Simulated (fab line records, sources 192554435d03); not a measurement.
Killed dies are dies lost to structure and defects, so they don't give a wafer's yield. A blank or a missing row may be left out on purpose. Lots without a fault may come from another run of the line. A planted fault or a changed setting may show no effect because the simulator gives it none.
Split-lot experiment | flow n5_finfet | 7 lots, 21 wafers read, on a route of 1938 steps

THE SPLIT
At N5_BEOL_M7_DEP_56 (deposits SiCN from 3MS/NH3, target thk 10 nm, time 17.5 s), the setting time_s was moved away from the recipe's 17.5 s on 4 of the 21 wafers read, by -5.4% to +10.8%. The other wafers ran this setting at the recipe's value.

The reading is taken at the split's own step.

THE READING
SiCN_of_BEOL_M7_DEP_56.thk_nm (the simulator's own value, which no gauge read), in nm, at N5_BEOL_M7_DEP_56 (deposits SiCN from 3MS/NH3, target thk 10 nm, time 17.5 s). The file gives no usual value for it. The 17 wafers here that ran the recipe average 10.0 nm, standard deviation 0.12 nm.

wafer  | tool, chamber at the split | time_s as run, s | against the recipe | SiCN_of_BEOL_M7_DEP_56.thk_nm, nm | against lot-mates on the recipe
L074.1 | pecvd-01, 1                | 17.5             | recipe             | 10.2                              | -
L074.2 | pecvd-01, 2                | 17.5             | recipe             | 9.8                               | -
L074.3 | pecvd-01, 0                | 17.5             | recipe             | 10                                | -
L079.2 | pecvd-01, 2,1              | 17.5             | recipe             | 10                                | -
L079.3 | pecvd-01, 2,1              | 17.5             | recipe             | 10                                | -
L079.4 | pecvd-01, 0                | 16.56            | -5.4%              | 9.4                               | -0.6
L080.1 | pecvd-03, 0,1              | 17.5             | recipe             | 10                                | -
L080.2 | pecvd-03, 0,1              | 17.5             | recipe             | 10                                | -
L080.5 | pecvd-03, 0                | 17.5             | recipe             | 10.2                              | -
L082.1 | pecvd-03, 2                | 17.5             | recipe             | 10                                | -
L082.4 | pecvd-03, 2                | 17.5             | recipe             | 10                                | -
L082.3 | pecvd-03, 1                | 17.5             | recipe             | 9.8                               | -
L085.1 | pecvd-03, 2                | 16.76            | -4.2%              | 9.6                               | -0.4
L085.3 | pecvd-03, 1                | 17.5             | recipe             | 10                                | -
L085.4 | pecvd-03, 0                | 16.76            | -4.2%              | 9.4                               | -0.6
L089.1 | pecvd-01, 1                | 17.5             | recipe             | 10                                | -
L089.3 | pecvd-01, 2                | 19.39            | +10.8%             | 11                                | +0.9
L089.5 | pecvd-01, 0                | 17.5             | recipe             | 10.2                              | -
L091.1 | pecvd-01, 1,2              | 17.5             | recipe             | 10.2                              | -
L091.5 | pecvd-01, 1,2              | 17.5             | recipe             | 10.2                              | -
L091.2 | pecvd-01, 0                | 17.5             | recipe             | 10                                | -
Where a row lists several chambers, the file gives one row for several wafers and doesn't say which wafer went through which chamber.

THE FIT
A straight line over all 21 wafers: SiCN_of_BEOL_M7_DEP_56.thk_nm changes by +0.101 nm for each +1% of time_s; r = +0.92; the points scatter about the line by 0.13 nm.
The same after taking each lot's own level away (the mean of its wafers on the recipe; 21 wafers): +0.0944 nm for each +1%; r = +0.93; scatter 0.11 nm.
On that fit, the largest move of time_s shifts the reading by 1 nm.
The lots' own levels span 9.93 to 10.13 nm, that is 1.6 times the standard deviation above.
So the lot-to-lot level changes the slope little: the two slopes agree.
Check: with one of the wafers moved furthest among these (+10.8%) left out of the fit, the line predicts +1.24 nm for it against its lot-mates. It came out at +0.9 nm against them.

OTHER SPLITS ON THESE WAFERS
These wafers also went through other splits before the reading. Each is held against what the fit with the lots' levels taken away leaves over:
other split on the same wafers     | wafers away from the commonest value | r with SiCN_of_BEOL_M7_DEP_56.thk_nm (lot level and that fit taken away)
N5_BEOL_M1_TRENCH_ETCH_37 bias_w   | 6                                    | -0.01
N5_BEOL_M2_ILD_DEP_00 time_s       | 10                                   | -0.09
N5_BEOL_M2_PECVD_72 temp_c         | 8                                    | -0.04
N5_BEOL_M3_VIA_ETCH_34 bias_w      | 4                                    | +0.00
N5_BEOL_M3_TRENCH_ETCH_37 source_w | 7                                    | -0.09
N5_BEOL_M4_TRENCH_ETCH_37 source_w | 6                                    | -0.14
N5_BEOL_M5_ETCH_72 bias_w          | 8                                    | -0.08
N5_BEOL_M5_COAT_22 spin_rpm        | 6                                    | -0.18
N5_BEOL_M7_COAT_05 spin_rpm        | 7                                    | +0.02
N5_BEOL_M7_ETCH_61 source_w        | 5                                    | -0.30

THE FILE'S OWN FIT
SiCN_of_BEOL_M7_DEP_56.thk_nm changes by +0.0922 nm for each +1% of time_s, r = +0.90.
